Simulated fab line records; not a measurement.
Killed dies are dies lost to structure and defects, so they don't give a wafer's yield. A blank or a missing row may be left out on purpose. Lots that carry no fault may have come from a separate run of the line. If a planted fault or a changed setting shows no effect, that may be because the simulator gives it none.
A lot that was struck, set against a sound lot / flow nandHarc / 15 steps out of a route of 1159
Sound: the wafers L340.1, L340.3, L340.4. Struck: wafers L352.4, L352.6 (left out: L352.1, a lot-mate that was not struck); the cause follows at the end.
Each step with rows lists, per side, the tool, then ch with its chambers, then its first start. Under that, the readings that differ: sound wafers / struck wafers / difference of the means / sigmas: that difference in standard deviations of wafers without a fault.
alike: same words and numbers on both sides, and readings whose means sit less than 2 such deviations apart. not compared: any withheld reading, any reading some wafer has no value for, any bound like >300 that may hide the same value, and any number with overlapping values for which the record gives no deviation.
A row with sigmas, a row that says differs or no value, or rows on one side alone: a step with any of these is where the two part. Non-overlapping numbers with no deviation appear without sigmas and do not part them. A reading that every wafer of one side lacks parts them only if that side has two wafers or more.

NHARC_P_M2_INSPECT_11:
  sound on defectInspect-02, day 6 15:11; struck on defectInspect-01, day 9 14:13
  alike: rawDefectCount
then, 1 step without rows for these wafers: NHARC_P_M2_DESCUM_14 (chemistry O2, time 3 s).
NHARC_P_M2_ETCH_35: etches the open film in N2/H2, target depth 40 nm, overetch 12 nm, time 43.94 s.
  sound on rieDiel-09 ch 0,1,3, day 6 15:20; struck on rieDiel-04 ch 0,2, day 9 14:22
  alike: drypumpMotorCurrentA, oesProductAu, rfVppV, showerheadPlenumPTorr, throttleValvePct
  not compared: rfHoursCounterH
NHARC_P_M2_ETCH_15: etches the open film in C4F8/Ar, target depth 182.5 nm, time 91.2 s.
  sound on rieDiel-09 ch 0,2,3; struck on rieDiel-04 ch 0
  alike: oesProductAu, rfVppV
  not compared: rfHoursCounterH
NHARC_P_M2_CD_MEAS_16:
  sound on cdSem-02, day 6 15:33; struck on cdSem-01, day 9 14:35
  alike: cdNm
then, 1 step without rows for these wafers: NHARC_P_M2_STRIP_18 (strips in N2/H2).
NHARC_P_M2_ETCH_28: etches the open film in CF4/N2, target depth 30 nm, time 72.99 s.
  sound on rieDiel-09 ch 0,1,2; struck on rieDiel-09 ch 2,3
  alike: drypumpMotorCurrentA, oesProductAu, rfVppV, showerheadPlenumPTorr, throttleValvePct
  not compared: rfHoursCounterH
then, 3 steps without rows for these wafers: NHARC_P_M2_STRIP_19 (strips in post etch residue remover, time 600 s); NHARC_P_M2_DEGAS_29 (time 60 s); NHARC_P_M2_PRE_CLEAN_30 (time 30 s).
NHARC_P_M2_PVD_20: deposits TaN, target thk 5 nm, time 8.06 s.
  sound on pvdSputter-01; struck on pvdSputter-01
  alike: cathodeDcPowerW, throttleValvePct
then, 1 step without rows for these wafers: NHARC_P_M2_PVD_21 (deposits Cu, target thk 30 nm, time 20.49 s).
NHARC_P_M2_ECD_22: material Cu, target thk 400 nm.
  sound on ecdCu-02 ch 0,1, day 6 16:41; struck on ecdCu-02 ch 0, day 9 15:41
reading=bathTempC (C); sound=24.88 25.03 24.91; struck=25.97 25.89; difference=+0.99; sigmas=+10
NHARC_P_M2_ANNEAL_31: time 90 s.
  sound on rtpAnneal-02 ch 0, day 6 17:01; struck on rtpAnneal-01 ch 0, day 9 16:04
  alike: wafer_temp_C_max
-- jump in the record: it breaks off in module P_M2 and resumes in module END (first step shown: number 1159 of the route), and 14 days separate the struck wafers' starts before and after --
NHARC_END_SORT_01:
  sound on prober-02 ch 0, day 20 04:55; struck on prober-02 ch 0, day 23 04:31
  alike: defectLimitedYield, killedAtArray, killedAtOther, killedAtPeriphery, killedDies, killedOpen, killedShort, sort_bin_2_pct, sort_bin_3_pct, sort_bin_4_pct, sortNPass, sortRimYieldPct, sortYieldPct

## WHERE THEY PART
At NHARC_P_M2_ECD_22 and nowhere else, as far as this record goes. Later steps at which nothing parts them and some readings are alike: NHARC_P_M2_ANNEAL_31, NHARC_END_SORT_01.

WHY: the cause the simulator had injected
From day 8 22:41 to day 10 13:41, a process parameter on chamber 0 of ecdCu-02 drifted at NHARC_P_M2_ECD_22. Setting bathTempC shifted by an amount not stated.
